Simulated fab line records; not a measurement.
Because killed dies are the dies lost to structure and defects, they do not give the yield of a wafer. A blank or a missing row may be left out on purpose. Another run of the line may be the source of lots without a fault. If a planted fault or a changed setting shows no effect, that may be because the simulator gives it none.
Struck lot and sound lot, side by side | flow n5 finfet | 18 out of 1938 route steps
Sound: these wafers, L552.1, L552.2, L552.4. Struck: wafers L563.1, L563.3, L563.5. At the end, the cause is stated.
Per side, at each step with rows, come the tool, then ch with its chambers, and then its first start. Under that, the readings that differ: sound wafers | struck wafers | difference of the means | sigmas: that difference in standard deviations of wafers without a fault.
alike: same words and numbers on both sides, and readings whose means sit less than 2 such deviations apart. not compared: any withheld reading, any reading some wafer has no value for, any bound like >300 that may hide the same value, and any number with overlapping values for which the record gives no deviation.
Wherever a step has rows on one side only, a row that says differs or no value, or a row with sigmas, the two part there. Non-overlapping numbers with no deviation appear without sigmas and do not part them. A reading missing from all wafers of one side parts the sides only when that side holds two or more wafers.

first, 3 steps without rows for these wafers: N5_HKMG_FIN_WET_ETCH_65 (etches a-Si in TMAH, stops on TiN, time 49 s, target depth 3 nm); N5_HKMG_FIN_WET_ETCH_81 (etches TiN in SC1, stops on HfO2, time 57 s, target depth 6 nm); N5_HKMG_FIN_WET_ETCH_82 (etches La2O3 in dHCl, stops on HfO2, target depth 2 nm, rinse time 30 s).
N5_HKMG_FIN_ALD_36: deposits TiN, target thk 1 nm, pulse time 1 s, purge time 3 s.
  sound on ald metal-04 ch 0,1,3, day 6 12:31; struck on ald metal-04 ch 0,1,2, day 9 06:08
  alike: heater power w, precursor pulse height rel
N5_HKMG_FIN_THK_MEAS_70: measures by xrf.
  struck on film metro-02, day 9 06:25; sound on film metro-02, day 6 12:47
  alike: HK_THK
N5_HKMG_FIN_PWFM_ALD_03: deposits TiN, target thk 2 nm, pulse time 1 s, purge time 3 s.
  sound on ald metal-04 ch 0,1,3, day 6 12:50; struck on ald metal-02 ch 1,2, day 9 06:28
  alike: heater power w, precursor pulse height rel
then, 6 steps without rows for these wafers: N5_HKMG_FIN_COAT_29 (time 60 s, resist thk 300 nm); N5_HKMG_FIN_COAT_30 (time 60 s, resist thk 35 nm); N5_HKMG_FIN_COAT_06 (resist thk 90 nm); N5_HKMG_FIN_EBR_08; N5_HKMG_FIN_SOFTBAKE_07 (time 60 s); N5_HKMG_FIN_EXPOSE_09 (exposes mask NWFM).
N5_HKMG_FIN_PEB_10: peb time 60 s.
  sound on litho track-01 ch 0, day 6 13:36; struck on litho track-01 ch 0, day 9 07:14
then, 1 step without rows for these wafers: N5_HKMG_FIN_DEVELOP_11 (develop time 30 s).
N5_HKMG_FIN_CD_MEAS_12: target cd 92.8 nm.
  sound on cd sem-02 ch 0, day 6 13:40; struck on cd sem-02 ch 0, day 9 07:18
  reading    | sound          | struck         | difference | sigmas
  cd nm (nm) | 92.5 93.4 93.8 | 89.7 89.1 89.6 | -3.8       | -6
N5_HKMG_FIN_OVL_MEAS_13:
  sound on overlay-01 ch 0, day 6 13:42; struck on overlay-01 ch 0, day 9 07:20
  alike: NWFM_OVL
-- a jump in the record: the struck wafers' starts before and after are 4 days apart (it breaks off in module HKMG_FIN and resumes in module BEOL_M4, where the first step shown is number 1111 of the route) --
N5_BEOL_M4_RC_MEAS_101:
  sound on prober-01 ch 0, day 11 03:45; struck on prober-02 ch 0, day 13 09:21
  alike: DIBL_N, DIBL_P, IOFF_N, IOFF_P, ION_N, ION_P, SS_N, SS_P, VT_N, VT_P
N5_PASSIVATION_PROBE_49:
  the record holds rows for the sound wafers here (prober-01, day 15 19:16) but none for the struck ones

WHERE THEY PART
First at N5_HKMG_FIN_CD_MEAS_12; last, within this record, at N5_PASSIVATION_PROBE_49.

WHY: what the simulator had put in
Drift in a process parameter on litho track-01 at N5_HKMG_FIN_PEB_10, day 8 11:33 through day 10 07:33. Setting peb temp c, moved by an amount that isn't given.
